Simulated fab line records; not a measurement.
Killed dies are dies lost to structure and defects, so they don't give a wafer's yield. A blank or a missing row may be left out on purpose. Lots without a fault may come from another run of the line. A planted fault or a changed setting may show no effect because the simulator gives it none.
fab line records	flow nand_harc
[record] lots = 5	wafers = 15	last_day = 31
route steps=1302 shown P_ZERO_WELL@68 P_STI@69 END@1302
lots that met no fault: from a run of the same line without faults
start_h: the number of hours between the record's first day and the start of the first shown wafer of the lot	wait_h: how many hours have passed since the lot's step before this one	" unchanged from the row above	L1.1+2: a single row standing in for several wafers	- no value, or no start was given	* or withheld: withheld	< > ~ a bound
route shown NAME@n: names a module that has steps shown in the file, with the first one's number in the route	usual: mean and standard deviation over wafers with no fault	same: alike in all rows	chamber/n: place in a boat	sites: the reading at each site	_std_site: the values' standard deviation	_edge_site: mean of outer sites minus mean of inner sites	radius_mm: for every site, how far away it sits from the centre of the wafer	mask NAME#n: copy n	behind: tool/chamber where the wafer was last shaped	hold: cause of the lot's hold/its duration in hours/its outcome	device: names the non-switching transistor (n, p or np)	end of line: tests of these same wafers at the route's end	where a step has no rows: the recipe by itself	killed: not the wafer's yield, but the dies lost to structure and defects at the first sort	map: the dies of a wafer, with x for killed, . for not killed, _ for no die there
set.NAME: the run value of the setting; set.NAME@STEP: its run value at that earlier step	model.NAME: the simulator's own value behind a step, which no gauge read
lots at selected steps of the route; one table per step, one row per wafer
services: the hour from which a tool's chamber was out of use, counted from the record's first day as start_h (under 0 if before that day), plus the number of hours and why
[[steps]]
[step NHARC_P_ZERO_WELL_INSPECT_43]
[usual] raw_defect_count = 14/6.4
lot.wafer	tool	chamber	start_h	wait_h	raw_defect_count
L677.3	defect_inspect-01	-	87.43	0.4	20
L677.4	"	-	"	"	31
L677.5	"	-	"	"	13
L679.3	defect_inspect-01	-	107.50	0.4	7
L679.5	"	-	"	"	11
L679.6	"	-	"	"	8
L684.1	defect_inspect-01	-	157.57	0.6	6
L684.3	"	-	"	"	10
L684.6	"	-	"	"	13
L685.2	defect_inspect-02	-	167.59	0.5	12
L685.4	"	-	"	"	6
L685.6	"	-	"	"	12
L687.2	defect_inspect-02	-	187.51	0.5	25
L687.5	"	-	"	"	23
L687.6	"	-	"	"	17
[step NHARC_P_STI_ETCH_26]
[recipe] target_depth_a = 110	chemistry = dHF	material = SiO2
[step NHARC_P_STI_PRECLEAN_27]
[recipe] time_s = *	temp_c = 50	bath_age_min = 0	chemistry = SC1
[step NHARC_P_STI_SRD_28]
[step NHARC_P_STI_OXIDE_29]
[recipe] target_thk_a = 100	temp_c = 900	ox_time_s = 1362	material = SiO2
[step NHARC_P_STI_HM_DEP_30]
[recipe] target_thk_a = 800	temp_c = 790	pressure_mtorr = 300	time_s = 873	material = Si3N4
[step NHARC_P_STI_DEHYDRATE_01]
[recipe] temp_c = 150	time_s = 120
[step NHARC_P_STI_HMDS_02]
[recipe] time_s = 30
[step NHARC_P_STI_COAT_41]
[recipe] temp_c = 200	time_s = 65
[step NHARC_P_STI_COAT_03]
[recipe] spin_rpm = 2000	resist_thk_nm = 600
[step NHARC_P_STI_SOFTBAKE_04]
[recipe] temp_c = 125	time_s = 70
[step NHARC_P_STI_EBR_05]
[step NHARC_P_STI_EXPOSE_06]
[recipe] na = 0.55	target_cd_nm = 200	dose_mj = 37.69	mask_id = P_STI
[usual] focus_offset_nm = 0.0/0.49
lot.wafer	tool	chamber	start_h	wait_h	mask	focus_offset_nm
L677.3	krf_scanner-03	0	103.19	-	P_STI#0	0.7
L677.4	"	0	"	"	P_STI#0	-0.3
L677.5	"	0	"	"	P_STI#0	0.1
L679.3	krf_scanner-04	0	121.85	-	P_STI#0	0.0
L679.5	"	0	"	"	P_STI#0	-0.2
L679.6	"	0	"	"	P_STI#0	0.2
L684.1	krf_scanner-03	0	173.43	-	P_STI#0	0.5
L684.3	"	0	"	"	P_STI#0	0.6
L684.6	"	0	"	"	P_STI#0	-0.4
L685.2	krf_scanner-04	0	184.05	-	P_STI_R1#0	-0.7
L685.4	"	0	"	"	P_STI_R1#0	-0.3
L685.6	"	0	"	"	P_STI_R1#0	-1.2
L687.2	krf_scanner-03	0	205.41	-	P_STI#0	-0.1
L687.5	"	0	"	"	P_STI#0	-0.3
L687.6	"	0	"	"	P_STI#0	0.0
[step NHARC_P_STI_PEB_07]
[recipe] peb_temp_c = 128	peb_time_s = 80
[step NHARC_P_STI_DEVELOP_08]
[recipe] time_s = 50	dev_temp_c = 22
[step NHARC_P_STI_CD_MEAS_09]
[recipe] target_cd_nm = 200	landing_energy_ev = 500
[usual] cd_nm = 199/3.4
lot.wafer	tool	chamber	start_h	wait_h	cd_nm
L677.3	cd_sem-01	0	103.34	-	202
L677.4	"	0	"	"	199
L677.5	"	0	"	"	202
L679.3	cd_sem-01	0	122.00	-	198
L679.5	"	0	"	"	198
L679.6	"	0	"	"	195
L684.1	cd_sem-02	0	173.58	-	202
L684.3	"	0	"	"	200
L684.6	"	0	"	"	196
L685.2	cd_sem-02	0	184.20	-	221
L685.4	"	0	"	"	222
L685.6	"	0	"	"	223
L687.2	cd_sem-02	0	205.56	-	200
L687.5	"	0	"	"	201
L687.6	"	0	"	"	197
[step NHARC_P_STI_OVL_MEAS_10]
[usual] overlay_x_nm = 0/5.5	overlay_y_nm = 1/5.5
lot.wafer	tool	chamber	start_h	wait_h	overlay_x_nm	overlay_y_nm
L677.3	overlay-01	-	103.42	-	6	-1
L677.4	"	-	"	"	6	-1
L677.5	"	-	"	"	6	-1
L679.3	overlay-02	-	122.08	-	-4	-7
L679.5	"	-	"	"	-3	-7
L679.6	"	-	"	"	-4	-6
L684.1	overlay-02	-	173.67	-	3	6
L684.3	"	-	"	"	3	6
L684.6	"	-	"	"	4	6
L685.2	overlay-01	-	184.28	-	1	4
L685.4	"	-	"	"	1	4
L685.6	"	-	"	"	1	4
L687.2	overlay-01	-	205.65	-	8	-3
L687.5	"	-	"	"	7	-2
L687.6	"	-	"	"	8	-3
[step NHARC_P_STI_INSPECT_11]
[usual] raw_defect_count = 6/3
lot.wafer	tool	chamber	start_h	wait_h	raw_defect_count
L677.3	defect_inspect-01	-	103.46	0.0	9
L677.4	"	-	"	"	6
L677.5	"	-	"	"	2
L679.3	defect_inspect-01	-	122.12	0.0	2
L679.5	"	-	"	"	6
L679.6	"	-	"	"	5
L684.1	defect_inspect-01	-	173.70	0.0	6
L684.3	"	-	"	"	9
L684.6	"	-	"	"	4
L685.2	defect_inspect-01	-	184.32	0.0	6
L685.4	"	-	"	"	3
L685.6	"	-	"	"	8
L687.2	defect_inspect-01	-	205.68	0.0	4
L687.5	"	-	"	"	4
L687.6	"	-	"	"	17
[step NHARC_P_STI_HARDBAKE_13]
[recipe] temp_c = 118	time_s = 65
[step NHARC_P_STI_DESCUM_14]
[recipe] time_s = 3	o2_flow_sccm = 200	ar_flow_sccm = 0	bias_power_w = 0	chemistry = O2
[usual] drypump_motor_current_A = 5.6/0.48	o2_flow_sccm = 200.0/0.59	oes_product_au = 1.000/0.014	rf_vpp_V = 57.6/0.82	showerhead_plenum_p_Torr = 1.90/0.057	throttle_valve_pct = 11.311/0.0094
[same] bias_power_w = 0
lot.wafer	tool	chamber	start_h	wait_h	drypump_motor_current_A	o2_flow_sccm	oes_product_au	rf_hours_counter_h	rf_vpp_V	showerhead_plenum_p_Torr	throttle_valve_pct	model.P_STI.cd_nm
L677.4	rie_diel-13	0	103.60	-	5.5	200.1	0.991	9	57.8	1.88	11.309	200.2
L677.3	"	2	"	"	6.3	200.3	1.007	9	56.2	1.88	11.300	202.5
L677.5	"	0	"	"	5.5	201.0	0.984	-	58.2	1.88	11.320	203.2
L679.3	rie_diel-13	3	122.27	-	5.3	201.2	0.984	11	57.2	1.99	11.329	198.7
L679.5	"	1	"	"	6.5	199.7	1.015	-	57.8	1.89	11.320	199
L679.6	"	2	"	"	6.2	199.6	1.006	-	57.5	1.88	11.305	195.5
L684.3	rie_diel-10	3	173.85	-	5.4	199.7	0.988	6	57.7	1.96	11.308	199.4
L684.1	"	0	"	"	4.9	199.7	1.000	7	56.1	1.80	11.319	202.5
L684.6	"	2	"	"	5.0	199.4	1.027	-	59.4	1.89	11.314	195.3
L685.4	rie_diel-03	1	184.47	-	5.3	200.1	1.013	2	57.0	1.94	11.312	221.6
L685.2	"	2	"	"	6.1	199.8	0.985	4	58.2	1.96	11.323	220.1
L685.6	"	0	"	"	5.6	199.4	0.995	-	58.2	1.90	11.301	223.5
L687.2	rie_diel-10	0	205.83	-	4.9	199.9	0.997	9	56.8	1.79	11.313	199.5
L687.5	"	3	"	"	5.4	198.7	0.994	-	57.0	1.96	11.296	200.4
L687.6	"	0	"	"	4.9	200.9	0.997	-	55.7	1.80	11.316	197.6
[step NHARC_P_STI_ETCH_42]
[recipe] target_depth_a = 800	overetch_a = 240	time_s = 61	ion_energy_ev = 200	n2_flow_sccm = 150	h2_flow_sccm = 150	ar_flow_sccm = 0	rf_w = 400	bias_w = 150	chemistry = N2/H2
[usual] drypump_motor_current_A = 5.5/0.48	oes_product_au = 0.997/0.015	rf_vpp_V = 430.4/2	showerhead_plenum_p_Torr = 2.03/0.065	throttle_valve_pct = 14.171/0.0094
lot.wafer	tool	chamber	start_h	wait_h	drypump_motor_current_A	oes_product_au	rf_hours_counter_h	rf_vpp_V	showerhead_plenum_p_Torr	throttle_valve_pct
L677.3	rie_diel-13	1	103.68	0.1	6.5	1.014	10	430.2	2.02	14.175
L677.4	"	3	"	"	5.3	0.982	9	432.1	2.13	14.147
L677.5	"	0	"	"	5.5	0.970	-	429.1	2.00	14.172
L679.3	rie_diel-13	3	122.34	0.1	5.3	0.985	11	432.6	2.13	14.158
L679.5	"	2	"	"	6.2	0.993	-	430.3	2.01	14.169
L679.6	"	3	"	"	5.4	0.994	-	434.6	2.13	14.169
L684.1	rie_diel-10	1	173.92	0.1	5.3	1.025	5	428.5	1.97	14.161
L684.3	"	0	"	"	4.9	0.993	7	428.4	1.91	14.174
L684.6	"	2	"	"	5.1	1.025	-	429.6	2.01	14.155
L685.4	rie_diel-03	0	184.55	0.1	5.6	1.000	3	429.3	2.03	14.172
L685.2	"	1	"	"	5.3	1.019	2	432.8	2.06	14.176
L685.6	"	3	"	"	5.6	0.995	-	431.1	2.12	14.167
L687.2	rie_diel-10	2	205.91	0.1	5.0	1.007	7	430.7	2.01	14.175
L687.6	"	0	"	"	4.9	0.994	-	426.3	1.91	14.152
L687.5	"	1	"	"	5.3	1.020	-	427.6	1.97	14.171
[step NHARC_P_STI_ETCH_31]
[recipe] target_depth_a = 1089	time_s = 54.5	cf4_flow_sccm = 100	chf3_flow_sccm = 30	ar_flow_sccm = 0	rf_w = 500	bias_w = 200	chemistry = CF4/CHF3
[usual] chf3_flow_sccm = 29.99/0.085	drypump_motor_current_A = 5.5/0.48	oes_product_au = 0.959/0.021	rf_vpp_V = 370.3/1.7	showerhead_plenum_p_Torr = 1.57/0.044	throttle_valve_pct = 16.803/0.0087
lot.wafer	tool	chamber	start_h	wait_h	chf3_flow_sccm	drypump_motor_current_A	oes_product_au	rf_hours_counter_h	rf_vpp_V	showerhead_plenum_p_Torr	throttle_valve_pct
L677.4	rie_diel-13	1	-	-	29.97	6.5	0.935	10	371.3	1.56	16.803
L677.3	"	3	"	"	30.01	5.3	0.906	9	372.5	1.64	16.804
L677.5	"	2	"	"	29.85	6.2	0.912	-	370.3	1.55	16.804
L679.3	rie_diel-13	2	-	-	30.02	6.2	0.947	12	370.4	1.55	16.791
L679.5	"	0	"	"	29.80	5.5	0.937	-	369.7	1.55	16.821
L679.6	"	1	"	"	29.90	6.5	0.959	-	369.5	1.56	16.799
L684.1	rie_diel-10	3	-	-	30.05	5.4	0.917	6	372.2	1.61	16.798
L684.3	"	0	"	"	30.00	4.9	0.919	7	367.8	1.48	16.813
L684.6	"	3	"	"	30.02	5.4	0.925	-	371.5	1.61	16.797
L685.2	rie_diel-03	3	-	-	30.03	5.6	0.949	4	372.7	1.63	16.795
L685.4	"	0	"	"	29.87	5.6	0.965	3	368.1	1.56	16.808
L685.6	"	1	"	"	30.02	5.3	0.995	-	370.7	1.59	16.801
L687.2	rie_diel-10	1	-	-	30.04	5.3	0.985	8	369.1	1.52	16.812
L687.6	"	1	"	"	30.03	5.3	0.979	-	368.7	1.52	16.808
L687.5	"	2	"	"	30.21	5.0	0.983	-	370.4	1.55	16.803
[step NHARC_P_STI_ETCH_15]
[recipe] target_depth_a = 3000	taper_deg = 4	time_s = 100.1	hbr_flow_sccm = 150	cl2_flow_sccm = 50	rf_w = 400	icp_w = 400	bias_w = 100	chemistry = HBr/Cl2
[usual] drypump_motor_current_A = 5.8/0.4	oes_product_au = 0.997/0.015	throttle_valve_pct = 26.405/0.0085
lot.wafer	tool	chamber	start_h	wait_h	drypump_motor_current_A	oes_product_au	rf_hours_counter_h	throttle_valve_pct	model.P_STI.cd_nm
L677.4	rie_si-04	3	103.86	-	6.6	0.989	0.6	26.397	200.5
L677.3	"	2	"	"	5.3	0.996	0.6	26.389	203.5
L677.5	"	0	"	"	6.3	1.006	-	26.409	204.1
L679.3	rie_si-02	3	122.57	-	6.4	0.983	0.1	26.404	201.7
L679.6	"	0	"	"	5.5	0.991	-	26.402	196.2
L679.5	"	1	"	"	5.5	0.988	-	26.410	197.8
L684.1	rie_si-04	3	174.14	-	6.6	0.958	0.0	26.424	198.9
L684.3	"	0	"	"	6.3	1.016	0.0	26.410	198.8
L684.6	"	2	"	"	5.3	1.018	-	26.402	192.7
L685.4	rie_si-06	1	184.73	-	5.3	1.011	0.6	26.408	221.5
L685.2	"	0	"	"	5.8	1.006	0.6	26.396	219.9
L685.6	"	2	"	"	5.9	1.010	-	26.390	223
L687.2	rie_si-06	2	206.14	-	6.0	1.008	0.8	26.396	196.8
L687.6	"	3	"	"	5.8	1.005	-	26.414	196.8
L687.5	"	0	"	"	5.7	0.989	-	26.415	196.9
[step NHARC_P_STI_CD_MEAS_16]
[usual] cd_nm = 198/3.7
lot.wafer	tool	chamber	start_h	wait_h	cd_nm
L677.3	cd_sem-01	-	104.03	-	204
L677.4	"	-	"	"	200
L677.5	"	-	"	"	204
L679.3	cd_sem-03	-	122.69	-	202
L679.5	"	-	"	"	197
L679.6	"	-	"	"	196
L684.1	cd_sem-01	-	174.27	-	199
L684.3	"	-	"	"	198
L684.6	"	-	"	"	193
L685.2	cd_sem-01	-	184.89	-	220
L685.4	"	-	"	"	221
L685.6	"	-	"	"	223
L687.2	cd_sem-02	-	206.26	-	197
L687.5	"	-	"	"	197
L687.6	"	-	"	"	197
[step NHARC_P_STI_OCD_MEAS_17]
[usual] trench_depth_nm = 299/6.6	trench_foot_cd_nm = 157/3.6
lot.wafer	tool	chamber	start_h	wait_h	trench_depth_nm	trench_foot_cd_nm
L677.3	ocd-02	-	104.12	0.1	300	160
L677.4	"	-	"	"	296	157
L677.5	"	-	"	"	303	159
L679.3	ocd-01	-	122.78	0.1	297	158
L679.5	"	-	"	"	293	157
L679.6	"	-	"	"	295	154
L684.1	ocd-02	-	174.36	0.1	284	162
L684.3	"	-	"	"	306	157
L684.6	"	-	"	"	308	153
L685.2	ocd-01	-	184.98	0.1	300	179
L685.4	"	-	"	"	305	179
L685.6	"	-	"	"	303	181
L687.2	ocd-01	-	206.34	0.1	302	157
L687.5	"	-	"	"	294	160
L687.6	"	-	"	"	303	155
[step NHARC_P_STI_STRIP_19]
[recipe] time_s = 900	temp_c = 130	chemistry = SPM
[step NHARC_END_SORT_01]
[recipe] temp_c = 25
[usual] killed_at_array = 54/20	killed_at_other = 0.7/0.94	killed_at_periphery = 3.8/2.7	killed_dies = 59/20	killed_open = 3.5/1.9	killed_short = 2.5/1.6
[same] gross_dies = 677
lot.wafer	tool	chamber	start_h	wait_h	killed_at_array	killed_at_other	killed_at_periphery	killed_dies	killed_open	killed_short
L677.3	prober-01	0	618.00	3.1	53	0	4	57	7	2
L677.4	prober-01	0	618.80	3.4	67	0	2	69	2	3
L677.5	prober-01	0	619.60	3.7	53	1	0	54	4	2
L684.1	prober-01	0	689.72	2.5	19	0	3	22	1	1
L684.3	prober-01	0	691.32	3.1	21	2	6	29	1	7
L684.6	prober-01	0	693.72	4.0	25	0	6	31	6	3
L685.2	prober-01	0	705.44	2.8	27	0	6	33	3	3
L685.4	prober-01	0	707.00	3.3	31	0	4	35	1	2
L685.6	prober-01	0	708.57	3.9	40	0	1	41	1	1
L687.2	prober-01	0	732.27	2.8	50	0	7	57	4	3
L687.5	prober-01	0	734.65	3.7	38	1	4	43	3	2
L687.6	prober-01	0	735.45	4.0	47	0	6	53	2	4
// killed by level:class
L677.3 A_CHANNEL_HOLE_D1:chamber_film_flake=15 A_CHANNEL_HOLE_D2:chamber_film_flake=10 A_STAIRCASE:chamber_film_flake=8 A_M1:chamber_film_flake=5 A_CONTACT:chamber_film_flake=4 A_M0:geometric_particle:open=3 A_CHANNEL_FILL_D2:chamber_film_flake=2 P_CONTACT:geometric_particle:open=1
L677.4 A_CHANNEL_HOLE_D1:chamber_film_flake=34 A_CHANNEL_HOLE_D2:chamber_film_flake=11 A_CONTACT:chamber_film_flake=9 A_STAIRCASE:chamber_film_flake=5 A_CHANNEL_FILL_D2:chamber_film_flake=2 P_M0:geometric_particle:open=1 P_M0:geometric_particle:short=1 A_CHANNEL_HOLE_D1:geometric_particle:short=1
L677.5 A_CHANNEL_HOLE_D1:chamber_film_flake=26 A_CHANNEL_HOLE_D2:chamber_film_flake=8 A_STAIRCASE:chamber_film_flake=6 A_DECK1_JOINT:chamber_film_flake=3 A_CHANNEL_FILL_D1:geometric_particle:open=2 A_M0:geometric_particle:open=2 A_M1:chamber_film_flake=2 A_DECK1_JOINT:geometric_particle:short=1
L684.1 A_CHANNEL_HOLE_D1:chamber_film_flake=7 A_STAIRCASE:chamber_film_flake=4 P_M1:chamber_film_flake=3 A_CONTACT:chamber_film_flake=2 A_CHANNEL_FILL_D2:geometric_particle:short=1 A_WL_FILL:geometric_particle:open=1 A_CHANNEL_HOLE_D2:chamber_film_flake=1 A_CHANNEL_FILL_D2:chamber_film_flake=1
L684.3 A_CHANNEL_HOLE_D1:chamber_film_flake=7 A_CONTACT:chamber_film_flake=4 P_M1:chamber_film_flake=3 A_STAIRCASE:chamber_film_flake=3 P_M0:geometric_particle:short=2 A_ONON_D1:geometric_particle:short=1 A_ONON_D2:geometric_particle:short=1 A_SGD_CUT:geometric_particle:short=1
L684.6 A_CONTACT:chamber_film_flake=5 A_CHANNEL_HOLE_D1:chamber_film_flake=4 A_M0:chamber_film_flake=3 A_SLIT:chamber_film_flake=2 A_ONON_D2:geometric_particle:short=2 P_M1:chamber_film_flake=2 P_STI:geometric_particle:short=1 P_CONTACT:geometric_particle:open=1
L685.2 A_CHANNEL_HOLE_D1:chamber_film_flake=14 A_SLIT:chamber_film_flake=3 A_CONTACT:chamber_film_flake=3 P_STI:area_expose=3 A_CHANNEL_FILL_D1:geometric_particle:open=2 P_M0:geometric_particle:short=1 A_ONON_D1:geometric_particle:short=1 A_CHANNEL_FILL_D1:geometric_particle:short=1
L685.4 A_CHANNEL_HOLE_D1:chamber_film_flake=20 A_CONTACT:chamber_film_flake=4 A_SLIT:chamber_film_flake=3 P_STI:area_expose=3 A_M0:chamber_film_flake=2 P_M0:geometric_particle:short=1 A_ONON_D1:geometric_particle:short=1 A_ONON_D2:geometric_particle:open=1
L685.6 A_CHANNEL_HOLE_D1:chamber_film_flake=31 A_SLIT:chamber_film_flake=2 A_M0:chamber_film_flake=2 A_CHANNEL_FILL_D1:geometric_particle:short=1 A_SLIT:geometric_particle:open=1 A_CHANNEL_FILL_D2:chamber_film_flake=1 A_WL_FILL:chamber_film_flake=1 A_CONTACT:chamber_film_flake=1
L687.2 A_CHANNEL_HOLE_D2:chamber_film_flake=28 A_CHANNEL_HOLE_D1:chamber_film_flake=13 A_SLIT:chamber_film_flake=3 P_CONTACT:chamber_film_flake=3 P_M2:geometric_particle:short=2 P_CONTACT:geometric_particle:open=1 A_ONON_D2:geometric_particle:open=1 A_CHANNEL_FILL_D2:geometric_particle:open=1
L687.5 A_CHANNEL_HOLE_D2:chamber_film_flake=21 A_CHANNEL_HOLE_D1:chamber_film_flake=8 P_M2:chamber_film_flake=3 A_WL_FILL:geometric_particle:open=2 A_DECK1_JOINT:chamber_film_flake=2 A_CHANNEL_FILL_D1:geometric_particle:open=1 A_M0:geometric_particle:short=1 STARTING-WAFER:geometric_particle:short=1
L687.6 A_CHANNEL_HOLE_D2:chamber_film_flake=20 A_CHANNEL_HOLE_D1:chamber_film_flake=9 A_SGD_CUT:chamber_film_flake=4 P_M2:chamber_film_flake=3 A_SLIT:chamber_film_flake=3 A_ZERO_WELL:chamber_film_flake=2 P_CONTACT:geometric_particle:short=1 A_CHANNEL_HOLE_D1:geometric_particle:short=1
[[services]]
tool	chamber	start_h	hours	kind
rie_diel-13	0	95.52	-	clean
rie_diel-13	1	95.52	-	clean
rie_diel-13	2	95.52	-	clean
rie_diel-10	-	96.40	1.2	repair
rie_si-04	3	99.47	2.3	repair
rie_si-02	-	100.00	9.0	pm
rie_diel-10	2	100.82	7.2	repair
rie_diel-03	-	104.30	9.0	pm
rie_diel-10	1	110.10	9.0	repair
rie_diel-03	1	117.26	22.9	repair
rie_diel-13	2	129.30	2.2	repair
krf_scanner-03	-	132.32	0.3	repair
rie_diel-03	0	133.34	5.6	repair
rie_diel-10	0	137.82	2.2	repair
krf_scanner-04	-	140.59	0.5	repair
krf_scanner-03	-	150.97	1.4	repair
krf_scanner-04	-	155.12	6.1	repair
rie_si-04	-	165.00	9.0	pm
rie_diel-13	-	165.23	9.0	pm
rie_si-02	2	168.66	1.5	repair
krf_scanner-03	-	177.86	1.7	repair
krf_scanner-04	-	184.94	4.0	pm
rie_diel-13	1	187.75	21.0	repair
rie_diel-13	2	197.62	2.8	repair
[[key]]
[first_sign] step = NHARC_P_STI_EXPOSE_06	reading = mask	direction = changed
[effect] step = NHARC_P_STI_CD_MEAS_09	reading = cd_nm	direction = up	sigmas = 6.7	usual = 199	struck = 222
[effect] step = NHARC_P_STI_CD_MEAS_16	reading = cd_nm	direction = up	sigmas = 6.3	usual = 198	struck = 221
[effect] step = NHARC_P_STI_OCD_MEAS_17	reading = trench_foot_cd_nm	direction = up	sigmas = 6.2	usual = 157	struck = 180
[model_effect] step = NHARC_P_STI_DESCUM_14	value = P_STI.cd_nm	without = 202.7	struck = 221.7
[model_effect] step = NHARC_P_STI_ETCH_15	value = P_STI.cd_nm	without = 202.4	struck = 221.4
met_at NHARC_P_STI_EXPOSE_06
struck_wafers L685.2,L685.4,L685.6
tester_left_out L685
onset_between 121.85 184.05
[fault] kind = wrong_mask	tool = any	chamber = -	onset_h = 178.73	steps = NHARC_P_STI_EXPOSE_06	aux_copy = P_STI_R1#0	cd_offset_nm = 19.064	scope = struck_lots_only
// tester_left_out: of these lots the tester's yield and bins aren't shown, on N5 and GAA mostly nor the transistor test; their killed dies are dies lost to structure and defects alone, not to doping, threshold or leakage, so they don't give the yield
